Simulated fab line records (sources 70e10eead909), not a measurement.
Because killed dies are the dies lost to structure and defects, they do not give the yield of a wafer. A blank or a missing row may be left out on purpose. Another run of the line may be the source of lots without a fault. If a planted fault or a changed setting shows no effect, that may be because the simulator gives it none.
Matching of chambers || flow nand harc || NHARC_A_BONDPAD_DEP_00 on pecvd-01: 3 sister chambers
The step deposits SiCN, target thk 250 nm. 24 wafers are shown with their chamber, then 12 later ones without.

WAFERS WITH THEIR CHAMBER
{"wafer": "L074.1", "chamber": 1, "heater power w (W)": 558, "chamber pressure Torr (Torr)": 3.005}
{"wafer": "L074.4", "chamber": 2, "heater power w (W)": 519, "chamber pressure Torr (Torr)": 2.997}
{"wafer": "L074.6", "chamber": 1, "heater power w (W)": 565, "chamber pressure Torr (Torr)": 3.011}
{"wafer": "L076.1", "chamber": 2, "heater power w (W)": 549, "chamber pressure Torr (Torr)": 2.992}
{"wafer": "L076.2", "chamber": 1, "heater power w (W)": 564, "chamber pressure Torr (Torr)": 3.001}
{"wafer": "L076.5", "chamber": 1, "heater power w (W)": 575, "chamber pressure Torr (Torr)": 2.996}
{"wafer": "L081.2", "chamber": 0, "heater power w (W)": 749, "chamber pressure Torr (Torr)": 3.000}
{"wafer": "L081.5", "chamber": 1, "heater power w (W)": 555, "chamber pressure Torr (Torr)": 3.001}
{"wafer": "L081.6", "chamber": 0, "heater power w (W)": 605, "chamber pressure Torr (Torr)": 3.005}
{"wafer": "L080.4", "chamber": 2, "heater power w (W)": 501, "chamber pressure Torr (Torr)": 2.991}
{"wafer": "L080.5", "chamber": 0, "heater power w (W)": 722, "chamber pressure Torr (Torr)": 2.999}
{"wafer": "L080.6", "chamber": 1, "heater power w (W)": 567, "chamber pressure Torr (Torr)": 3.000}
{"wafer": "L083.1", "chamber": 0, "heater power w (W)": 693, "chamber pressure Torr (Torr)": 3.006}
{"wafer": "L083.2", "chamber": 2, "heater power w (W)": 602, "chamber pressure Torr (Torr)": 2.997}
{"wafer": "L083.3", "chamber": 1, "heater power w (W)": 484, "chamber pressure Torr (Torr)": 3.000}
{"wafer": "L084.2", "chamber": 2, "heater power w (W)": 572, "chamber pressure Torr (Torr)": 3.006}
{"wafer": "L084.3", "chamber": 1, "heater power w (W)": 555, "chamber pressure Torr (Torr)": 2.998}
{"wafer": "L084.6", "chamber": 1, "heater power w (W)": 555, "chamber pressure Torr (Torr)": 3.009}
{"wafer": "L090.1", "chamber": 2, "heater power w (W)": 600, "chamber pressure Torr (Torr)": 3.007}
{"wafer": "L090.4", "chamber": 1, "heater power w (W)": 530, "chamber pressure Torr (Torr)": 3.007}
{"wafer": "L090.5", "chamber": 2, "heater power w (W)": 615, "chamber pressure Torr (Torr)": 3.017}
{"wafer": "L091.1", "chamber": 0, "heater power w (W)": 661, "chamber pressure Torr (Torr)": 3.007}
{"wafer": "L091.2", "chamber": 1, "heater power w (W)": 604, "chamber pressure Torr (Torr)": 2.996}
{"wafer": "L091.3", "chamber": 2, "heater power w (W)": 515, "chamber pressure Torr (Torr)": 3.002}

SIGNATURES, as means of the wafers listed above
{"reading": "heater power w", "chamber 0": 686.00, "chamber 1": 555.64, "chamber 2": 559.12, "scatter within a chamber": 40.9}
{"reading": "chamber pressure Torr", "chamber 0": 3.00340, "chamber 1": 3.00218, "chamber 2": 3.00113, "scatter within a chamber": 0.00635}
Rule: a wafer lies at a distance from a chamber equal to the root of the sum of squares, over the readings, of (its reading less the chamber's mean, divided by the reading's scatter). If the next closest chamber is less than 2 further off than the closest, the wafer can't be placed; otherwise it belongs to the closest. The scatter is the square root of a quotient: the sum, over the shown wafers, of each reading's squared deviation from its chamber's mean, divided by wafers minus chambers.

WAFERS WITHOUT THEIR CHAMBER
{"wafer": "L093.1", "heater power w (W)": 550, "chamber pressure Torr (Torr)": 2.999}
{"wafer": "L093.2", "heater power w (W)": 590, "chamber pressure Torr (Torr)": 2.996}
{"wafer": "L093.4", "heater power w (W)": 590, "chamber pressure Torr (Torr)": 2.997}
{"wafer": "L094.1", "heater power w (W)": 556, "chamber pressure Torr (Torr)": 3.006}
{"wafer": "L094.2", "heater power w (W)": 649, "chamber pressure Torr (Torr)": 3.008}
{"wafer": "L094.5", "heater power w (W)": 564, "chamber pressure Torr (Torr)": 2.996}
{"wafer": "L097.2", "heater power w (W)": 539, "chamber pressure Torr (Torr)": 3.010}
{"wafer": "L097.5", "heater power w (W)": 683, "chamber pressure Torr (Torr)": 2.987}
{"wafer": "L097.6", "heater power w (W)": 549, "chamber pressure Torr (Torr)": 3.010}
{"wafer": "L096.1", "heater power w (W)": 561, "chamber pressure Torr (Torr)": 2.994}
{"wafer": "L096.2", "heater power w (W)": 734, "chamber pressure Torr (Torr)": 3.000}
{"wafer": "L096.6", "heater power w (W)": 579, "chamber pressure Torr (Torr)": 2.997}

WHICH CHAMBER EACH WENT THROUGH
{"wafer": "L093.1", "from the rows above": "can't be placed: 2 or 1", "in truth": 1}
{"wafer": "L093.2", "from the rows above": "can't be placed: 2 or 1 or 0", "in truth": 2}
{"wafer": "L093.4", "from the rows above": "can't be placed: 2 or 1 or 0", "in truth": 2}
{"wafer": "L094.1", "from the rows above": "can't be placed: 1 or 2", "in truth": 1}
{"wafer": "L094.2", "from the rows above": "can't be placed: 0 or 2 or 1", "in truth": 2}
{"wafer": "L094.5", "from the rows above": "can't be placed: 2 or 1", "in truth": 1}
{"wafer": "L097.2", "from the rows above": "can't be placed: 1 or 2", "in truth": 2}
{"wafer": "L097.5", "from the rows above": "can't be placed: 0 or 2 or 1", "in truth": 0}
{"wafer": "L097.6", "from the rows above": "can't be placed: 1 or 2", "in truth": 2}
{"wafer": "L096.1", "from the rows above": "can't be placed: 2 or 1", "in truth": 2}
{"wafer": "L096.2", "from the rows above": 0, "in truth": 0}
{"wafer": "L096.6", "from the rows above": "can't be placed: 2 or 1 or 0", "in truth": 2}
Correctly placed: 1 of 12. From these rows, 11 cannot be placed; in 11 the true chamber is one of the candidates. Wrongly placed: 0.
